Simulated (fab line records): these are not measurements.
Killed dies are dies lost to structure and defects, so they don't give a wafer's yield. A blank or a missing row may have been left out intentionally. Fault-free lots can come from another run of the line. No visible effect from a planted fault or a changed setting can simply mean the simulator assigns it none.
The tool behind it: which one? || flow n5-finfet || 10 lots, 28 wafers sampled, at 4 steps of a route of 1938

WHAT THE GAUGES READ, wafer by wafer
N5_STI_FIN_REVEAL_INSPECT_13: inspects for defects (darkfield).
{"lot": "L738", "measured": "day 3 06:04", "on": "defect-inspect-01", "raw-defect-count": "10 16"}
{"lot": "L739", "measured": "day 3 12:53", "on": "defect-inspect-02", "raw-defect-count": "8 27 6"}
{"lot": "L745", "measured": "day 5 07:10", "on": "defect-inspect-02", "raw-defect-count": "468 477 494"}
{"lot": "L746", "measured": "day 5 14:01", "on": "defect-inspect-02", "raw-defect-count": "468 477 462"}
{"lot": "L747", "measured": "day 5 19:05", "on": "defect-inspect-01", "raw-defect-count": "16 11 13"}
{"lot": "L750", "measured": "day 6 08:08", "on": "defect-inspect-01", "raw-defect-count": "5 7 9"}
{"lot": "L752", "measured": "day 6 18:31", "on": "defect-inspect-01", "raw-defect-count": "6 10"}
{"lot": "L753", "measured": "day 7 00:28", "on": "defect-inspect-02", "raw-defect-count": "10 11 17"}
{"lot": "L757", "measured": "day 8 01:32", "on": "defect-inspect-02", "raw-defect-count": "4 12 10"}
{"lot": "L758", "measured": "day 8 07:36", "on": "defect-inspect-02", "raw-defect-count": "7 11 5"}

EACH LOT AND THE TOOL THAT RAN IT (in order: tool; ch and the chambers of the sampled wafers; start)
{"lot": "L738", "N5_FIN_CUT_CUT_ETCH_15": "rie-si-04 ch 0,3, day 2 20:51", "N5_STI_FIN_REVEAL_ALD_14": "ald-sin-01 ch 1, day 2 21:13", "N5_STI_FIN_REVEAL_ETCH_34": "rie-si-03 ch 1,2, day 3 05:20"}
{"lot": "L739", "N5_FIN_CUT_CUT_ETCH_15": "rie-si-04 ch 1,3, day 3 03:11", "N5_STI_FIN_REVEAL_ALD_14": "ald-sin-02 ch 0,2,3, day 3 03:34", "N5_STI_FIN_REVEAL_ETCH_34": "rie-si-02 ch 0,2,3, day 3 12:05"}
{"lot": "L745", "N5_FIN_CUT_CUT_ETCH_15": "rie-si-05 ch 0,2,3, day 4 18:56", "N5_STI_FIN_REVEAL_ALD_14": "ald-sin-01 ch 0,1, day 4 22:13", "N5_STI_FIN_REVEAL_ETCH_34": "rie-si-03 ch 1,2, day 5 06:28"}
{"lot": "L746", "N5_FIN_CUT_CUT_ETCH_15": "rie-si-05 ch 0,2,3, day 5 03:47", "N5_STI_FIN_REVEAL_ALD_14": "ald-sin-02 ch 0,2,3, day 5 04:49", "N5_STI_FIN_REVEAL_ETCH_34": "rie-si-03 ch 0,2,3, day 5 13:19"}
{"lot": "L747", "N5_FIN_CUT_CUT_ETCH_15": "rie-si-04 ch 1,3, day 5 09:22", "N5_STI_FIN_REVEAL_ALD_14": "ald-sin-03 ch 0,1,2, day 5 09:44", "N5_STI_FIN_REVEAL_ETCH_34": "rie-si-01 ch 2,3, day 5 18:23"}
{"lot": "L750", "N5_FIN_CUT_CUT_ETCH_15": "rie-si-04 ch 0,1,2, day 5 22:56", "N5_STI_FIN_REVEAL_ALD_14": "ald-sin-03 ch 0,1,3, day 5 23:17", "N5_STI_FIN_REVEAL_ETCH_34": "rie-si-01 ch 0,2, day 6 07:18"}
{"lot": "L752", "N5_FIN_CUT_CUT_ETCH_15": "rie-si-06 ch 1,2, day 6 09:23", "N5_STI_FIN_REVEAL_ALD_14": "ald-sin-03 ch 0,1, day 6 09:45", "N5_STI_FIN_REVEAL_ETCH_34": "rie-si-01 ch 1, day 6 17:47"}
{"lot": "L753", "N5_FIN_CUT_CUT_ETCH_15": "rie-si-04 ch 0,1,2, day 6 15:29", "N5_STI_FIN_REVEAL_ALD_14": "ald-sin-03 ch 2,3, day 6 15:52", "N5_STI_FIN_REVEAL_ETCH_34": "rie-si-01 ch 1,2,3, day 6 23:47"}
{"lot": "L757", "N5_FIN_CUT_CUT_ETCH_15": "rie-si-04 ch 0,1, day 7 16:11", "N5_STI_FIN_REVEAL_ALD_14": "ald-sin-02 ch 0,1,2, day 7 16:44", "N5_STI_FIN_REVEAL_ETCH_34": "rie-si-01 ch 0,1,2, day 8 00:50"}
{"lot": "L758", "N5_FIN_CUT_CUT_ETCH_15": "rie-si-04 ch 0,1,3, day 7 22:06", "N5_STI_FIN_REVEAL_ALD_14": "ald-sin-03 ch 0,1, day 7 22:53", "N5_STI_FIN_REVEAL_ETCH_34": "rie-si-02 ch 0,1,2, day 8 06:54"}
- N5_FIN_CUT_CUT_ETCH_15: etches Si in HBr/Cl2/O2, target depth 100 nm, bt time 10 s, time 42.4 s.
- N5_STI_FIN_REVEAL_ALD_14: deposits Si3N4, target thk 3 nm.
- N5_STI_FIN_REVEAL_ETCH_34: etches Si in H2, material Si, target depth 0.97 nm.

THE ANSWER, worked out from the rows above alone
Rule: what is usual is taken from the lots themselves. Put in order of their means at a reading, lots are off if they are a third of the lots or fewer, leave a main group of 4 or more, and stand apart from it by a gap of 3 or more times the standard deviation of the main group's means; of several such gaps the widest counts. If all means in a main group match to the digits the tables above print for the reading, that group is not used. A lot without any number at a reading at which 4 lots or more have one is off too. Any other lot the step has rows for is counted as sound.
Off at N5_STI_FIN_REVEAL_INSPECT_13 (raw-defect-count): L745, L746. Main group: mean 10, sd 2.7.
A tool fits if, at a process step before that reading, it ran every lot that is off, and no sound lot after the first of them. Gauges at N5_STI_FIN_REVEAL_INSPECT_13: tried the same way as those tools. Can't be told from this: 2 tools fit, rie-si-05 at N5_FIN_CUT_CUT_ETCH_15, rie-si-03 at N5_STI_FIN_REVEAL_ETCH_34.

WHAT THE SIMULATOR HAD PUT IN
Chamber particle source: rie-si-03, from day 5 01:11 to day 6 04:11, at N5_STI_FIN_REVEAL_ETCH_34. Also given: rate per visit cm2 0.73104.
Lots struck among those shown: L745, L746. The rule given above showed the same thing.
